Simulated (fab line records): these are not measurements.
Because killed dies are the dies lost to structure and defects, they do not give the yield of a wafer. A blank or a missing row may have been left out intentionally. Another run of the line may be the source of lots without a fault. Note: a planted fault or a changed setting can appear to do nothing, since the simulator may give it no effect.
Chamber matching    flow n5-finfet    4 sister chambers for N5_HKMG_FIN_ALD_21 on ald-metal-01
The step deposits TiN, target thk 1.5 nm, pulse time 1 s, purge time 3 s. 4 wafers are shown with their chamber, then 10 later ones without.

== WAFERS PAIRED WITH THEIR CHAMBERS ==
wafer   chamber  heater-power-w (W)
L081.6  1        702
L084.6  2        885
L087.4  0        869
L087.5  3        944

== WAFERS MISSING THEIR CHAMBER ==
wafer   heater-power-w (W)
L087.6  912
L088.3  940
L088.5  862
L088.6  911
L090.1  933
L090.4  682
L090.6  863
L097.3  695
L097.4  946
L097.6  951

== CHAMBER TAKEN BY EACH ==
wafer    from the rows above            in truth
L087.6   can't be placed: 2 or 3 or 0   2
L088.3   3                              3
L088.5   can't be placed: 0 or 2        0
L088.6   can't be placed: 2 or 3 or 0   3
L090.1   3                              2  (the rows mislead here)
L090.4   1                              1
L090.6   can't be placed: 0 or 2        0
L097.3   1                              1
L097.4   3                              3
L097.6   3                              3
5 of 10 placed correctly. These rows do not allow placing 4 (true chamber among the candidates in 4). 1 placed wrongly.
How it was worked out, from the rows above alone: a wafer's distance from a chamber is the root of the sum, over the readings, of the square of ((its reading less the chamber's mean) divided by the reading's scatter). If the next closest chamber is less than 2 further off than the closest, the wafer can't be placed; otherwise it belongs to the closest. For every chamber, the mean is computed from those of its wafers that are shown. The scatter: with one shown wafer a chamber, the root of the mean of the squares of how far each hidden wafer lies from its nearest shown one.
